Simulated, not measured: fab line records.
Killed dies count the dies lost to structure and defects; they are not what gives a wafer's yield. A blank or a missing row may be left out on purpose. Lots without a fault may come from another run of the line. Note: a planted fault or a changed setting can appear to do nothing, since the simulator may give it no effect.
Lot-split experiment	flow n5Finfet	route with 1938 steps; 7 lots, 39 wafers read

ON THE SPLIT
At N5_WELL_APT_IMPLANT_14, the setting energyKev was moved away from the recipe's 160 on 12 of the 39 wafers read, by -11.7% to -4.3%. The other wafers ran this setting at the recipe's value.

The split's own step is where the reading is taken.

THE READING
The simulator's own value implant.drpNm, read by no gauge, in nm at N5_WELL_APT_IMPLANT_14. The file does not state a usual value for it.

wafer	tool, chamber at the split	energyKev as run	against the recipe	implant.drpNm, nm	against lot-mates on the recipe
L074.1	implanter-02, 0	160	recipe	65.9	-
L074.3	implanter-02, 0	160	recipe	65.9	-
L074.6	implanter-02, 0	160	recipe	65.9	-
L074.2	implanter-02, 0	148.7	-7.1%	62.38	-3.52
L074.4	implanter-02, 0	148.7	-7.1%	62.38	-3.52
L074.5	implanter-02, 0	148.7	-7.1%	62.38	-3.52
L079.2	implanter-01, 0	160	recipe	65.9	-
L079.4	implanter-01, 0	160	recipe	65.9	-
L079.6	implanter-01, 0	160	recipe	65.9	-
L084.1	implanter-01, 0	144.2	-9.9%	60.9	-5.00
L084.3	implanter-01, 0	144.2	-9.9%	60.9	-5.00
L084.4	implanter-01, 0	144.2	-9.9%	60.9	-5.00
L084.2	implanter-01, 0	160	recipe	65.9	-
L084.5	implanter-01, 0	160	recipe	65.9	-
L084.6	implanter-01, 0	160	recipe	65.9	-
L087.1	implanter-02, 0	160	recipe	65.9	-
L087.2	implanter-02, 0	160	recipe	65.9	-
L087.6	implanter-02, 0	160	recipe	65.9	-
L087.3	implanter-02, 0	141.3	-11.7%	59.93	-5.97
L087.4	implanter-02, 0	141.3	-11.7%	59.93	-5.97
L087.5	implanter-02, 0	141.3	-11.7%	59.93	-5.97
L089.1	implanter-01, 0	160	recipe	65.9	-
L089.2	implanter-01, 0	160	recipe	65.9	-
L089.3	implanter-01, 0	160	recipe	65.9	-
L089.4	implanter-01, 0	160	recipe	65.9	-
L089.5	implanter-01, 0	160	recipe	65.9	-
L089.6	implanter-01, 0	160	recipe	65.9	-
L096.1	implanter-01, 0	160	recipe	65.9	-
L096.3	implanter-01, 0	160	recipe	65.9	-
L096.6	implanter-01, 0	160	recipe	65.9	-
L096.2	implanter-01, 0	153.1	-4.3%	63.78	-2.12
L096.4	implanter-01, 0	153.1	-4.3%	63.78	-2.12
L096.5	implanter-01, 0	153.1	-4.3%	63.78	-2.12
L097.1	implanter-02, 0	160	recipe	65.9	-
L097.2	implanter-02, 0	160	recipe	65.9	-
L097.3	implanter-02, 0	160	recipe	65.9	-
L097.4	implanter-02, 0	160	recipe	65.9	-
L097.5	implanter-02, 0	160	recipe	65.9	-
L097.6	implanter-02, 0	160	recipe	65.9	-

FIT RESULTS
A straight line over all 39 wafers: implant.drpNm changes by +0.507 nm for each +1% of energyKev; r = +1.00; the points scatter about the line by 0.028 nm.
The same after taking each lot's own level away (the mean of its wafers on the recipe; 39 wafers): +0.507 nm for each +1%; r = +1.00; scatter 0.028 nm.
That fit puts the effect of the largest move of energyKev on the reading at 5.9 nm.
The lots' own levels span 65.900 to 65.900 nm.
The two slopes agree, so the slope changes little with the lot-to-lot level.
Check: with one of the wafers moved furthest among these (-11.7%) left out of the fit, the line predicts -5.91 nm for it against its lot-mates. Against them it came out at -5.97 nm.

THE WHOLE CHAIN: every reading that the file lists as answering this split, in the file's order
step	what it does	reading	change (the file's fit)	r (the file's)
N5_WELL_APT_IMPLANT_14		implant.rpNm (the simulator's own value, which no gauge read)	+2.09 nm for each +1% of the setting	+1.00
N5_WELL_APT_IMPLANT_14		implant.drpNm (the simulator's own value, which no gauge read)	+0.506 nm for each +1% of the setting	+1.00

FILE'S OWN FIT
implant.drpNm changes by +0.506 nm for each +1% of energyKev, r = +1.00.
